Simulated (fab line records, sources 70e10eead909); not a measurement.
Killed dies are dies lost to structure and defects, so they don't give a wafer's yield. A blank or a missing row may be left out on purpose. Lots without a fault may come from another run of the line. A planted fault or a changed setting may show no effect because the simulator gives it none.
Problem report in the 8D (eight disciplines) form, filled by code | flow nand_harc | the parts of the form that need people (team, actions taken, sign-off) are left out

1. THE PROBLEM
killed_at_array at NHARC_END_SORT_01 reads a mean of 139 on 1 wafer of 1 lot; wafers without a fault read 56 with a standard deviation of 19. That is +4.4 standard deviations from the usual mean.
First seen on wafer L299.5, day 30 16:05, on prober-02. The record holds 39 wafers of 13 lots with a number at this step. Rule for "out", or "out of limits": more than 4 standard deviations from the usual mean. The other wafers with a number count as sound.

2. WHAT IT IS AND WHAT IT IS NOT
question                    | is                           | is not
which readings at this step | killed_at_array, killed_dies | killed_at_other, killed_at_periphery, killed_open, killed_short
which lots                  | L299                         | L285, L286, L287, L289, L290, L291, L292, L295, L296, L305, L307, L308
which wafers of those lots  | L299.5                       | L299.4, L299.6
read on which gauges        | prober-02                    | prober-01
when                        | from day 30 16:05            | up to then (28 sound wafers); but 10 sound wafers of L299, L305, L307, L308 came after

3. SUSPECTS, AND WHAT RULES EACH OUT
Counting: a tool at a process step up to the reading stays a suspect if it ran every lot that is out. Sound lots after the first of them don't rule it out here, since some wafers of a struck lot are sound.
- the gauge at NHARC_END_SORT_01: kept. All the wafers that are out were read on prober-02, and no step on other tools shows them out.
- ald_metal-03 at NHARC_A_WL_FILL_ALD_02 (deposits TiN, target thk 2 nm, pulse time 3 s, ald cycles 100): kept. It ran the lot that is out, L299 (day 26 15:44); its last sound lot up to then is L291 (day 23 01:59).
- pecvd-01 at NHARC_THIN_TSV_DEP_47 (deposits SiO2, target thk 200 nm): kept. It ran the lot that is out, L299 (day 30 00:00); its last sound lot up to then is L290 (day 26 19:47).
- pvd_sputter-01 at NHARC_THIN_TSV_DEGAS_49 (time 120 s): kept. It ran the lot that is out, L299 (day 30 00:47); its last sound lot up to then is L290 (day 26 20:41).
- Within ald_metal-03 at NHARC_A_WL_FILL_ALD_02: the wafers that are out ran in chamber 2; their sound lot-mates ran in chambers 0, 3.
- Within pecvd-01 at NHARC_THIN_TSV_DEP_47: the wafers that are out ran in chamber 0; their sound lot-mates ran in chambers 1, 2.
Left after counting: ald_metal-03 at NHARC_A_WL_FILL_ALD_02, pecvd-01 at NHARC_THIN_TSV_DEP_47, pvd_sputter-01 at NHARC_THIN_TSV_DEGAS_49, prober-02 at NHARC_END_SORT_01.

4. THE CAUSE (what the simulator had put in)
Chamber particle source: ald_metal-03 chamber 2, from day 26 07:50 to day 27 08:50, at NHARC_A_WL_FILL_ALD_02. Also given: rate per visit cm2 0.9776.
Counting left 4 suspects, and this tool is among them.

5. THE CHAIN OF EFFECTS, in route order
Each row: a reading whose mean over the struck wafers that have a number lies more than 3 standard deviations from the usual. Only readings for which the record gives a usual standard deviation are gone through. hours: the time from each lot's start at the first step in this table that gives one to its start at this step, as a median over the lots. sigmas: the change in usual standard deviations.
hours | step              | reading         | usual | on struck wafers | change | sigmas
0     | NHARC_END_SORT_01 | killed_at_array | 56    | 139              | +83    | +4.4
0     | NHARC_END_SORT_01 | killed_dies     | 60    | 141              | +81    | +4.3

6. WHAT WOULD HAVE CAUGHT IT SOONER
In this record the first reading out of limits at a measuring or inspecting step was taken at day 30 16:05, 104 hours after the fault began at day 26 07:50.
Of the tool readings at NHARC_A_WL_FILL_ALD_02 for which the record gives a usual standard deviation, none was out on any struck wafer, so an alarm limit of 4 standard deviations on them would not have fired.
All the lots that are out (1) had begun NHARC_A_WL_FILL_ALD_02 on ald_metal-03 by day 30 16:05. A hold on the tool at that time would have spared none of them.
